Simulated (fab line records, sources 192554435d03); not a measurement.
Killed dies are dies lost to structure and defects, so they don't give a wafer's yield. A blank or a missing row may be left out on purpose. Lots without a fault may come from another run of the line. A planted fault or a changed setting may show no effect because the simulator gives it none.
One fault seen from 2 desks | flow n5_finfet | each desk has only its own numbers; what lay behind them comes last

THE METROLOGY DESK
What the gauges read, lot by lot, whatever tool the lot ran on: means of the sampled wafers that have a number. A lot is out of limits, marked OUT, if its mean lies more than 4 standard deviations from the usual mean; the brackets give that distance. Of its 13 readings 7 are shown: those that lie furthest out on some lot.
Columns: A = M4_THK at N5_BEOL_M4_THK_MEAS_53, usual 39.8 nm; B = DIBL_N at N5_BEOL_M4_RC_MEAS_101, usual 36.4 mV/V; C = IOFF_N at N5_BEOL_M4_RC_MEAS_101, usual 0.156 nA/um; D = ION_P at N5_BEOL_M4_RC_MEAS_101, usual 463 uA/um; E = REXT_P at N5_BEOL_M4_RC_MEAS_101, usual 99.9 ohm.um; F = SS_P at N5_BEOL_M4_RC_MEAS_101, usual 73.3 mV/dec; G = VT_P at N5_BEOL_M4_RC_MEAS_101, usual -250.3 mV
lot  | first seen here | A    | B    | C     | D   | E     | F    | G
L453 | day 9 06:00     | 39.3 | 37.3 | 0.150 | 462 | 99.0  | 73.6 | -249.6
L456 | day 9 11:51     | 39.7 | 35.9 | 0.159 | 457 | 101.1 | 73.5 | -251.8
L457 | day 10 05:27    | 41.2 | 34.6 | 0.129 | 471 | 98.6  | 72.7 | -248.8
L455 | day 10 05:41    | 39.2 | 35.2 | 0.156 | 458 | 101.1 | 73.0 | -248.4
L458 | day 10 07:34    | 40.3 | 34.6 | 0.157 | 465 | 96.9  | 72.5 | -249.9
L460 | day 10 18:04    | 39.7 | 37.6 | 0.159 | 458 | 98.9  | 73.8 | -252.7
L462 | day 11 08:50    | 40.1 | 36.3 | 0.152 | 459 | 101.8 | 73.0 | -249.1
L463 | day 11 16:38    | 39.3 | 37.6 | 0.167 | 455 | 100.1 | 73.6 | -252.9
L465 | day 11 17:00    | 39.8 | 35.4 | 0.133 | 459 | 99.0  | 73.7 | -253.7
L472 | day 13 22:39    | 39.6 | 35.9 | 0.151 | 468 | 95.8  | 72.4 | -248.8
This desk's finding: nothing out of limits on any of the 10 lots.

THE TOOL OWNER'S DESK: ald_sin-03
The tool's own readings at N5_SPACER0_ALD_08 (deposits SiNx, target thk 2 nm): means of the sampled wafers that have a number, for each lot that ran on this tool. A lot is out of limits, marked OUT, if its mean lies more than 4 standard deviations from the usual mean; the brackets give that distance.
Columns: A = chamber_pressure_Torr at N5_SPACER0_ALD_08, usual 1.999 Torr; B = heater_power_w at N5_SPACER0_ALD_08, usual 831 W
lot  | first seen here | A     | B
L456 | day 3 19:10     | 2.000 | 850
L458 | day 4 07:43     | 1.999 | 876
L462 | day 5 06:14     | 2.003 | 830
L465 | day 6 04:53     | 1.998 | 845
L472 | day 7 20:16     | 2.003 | 880
This desk's finding: nothing out of limits on any of the 5 lots.

PUT TOGETHER
The metrology desk saw nothing out of limits.
The tool owner's desk saw nothing out of limits.

WHAT THE SIMULATOR HAD PUT IN
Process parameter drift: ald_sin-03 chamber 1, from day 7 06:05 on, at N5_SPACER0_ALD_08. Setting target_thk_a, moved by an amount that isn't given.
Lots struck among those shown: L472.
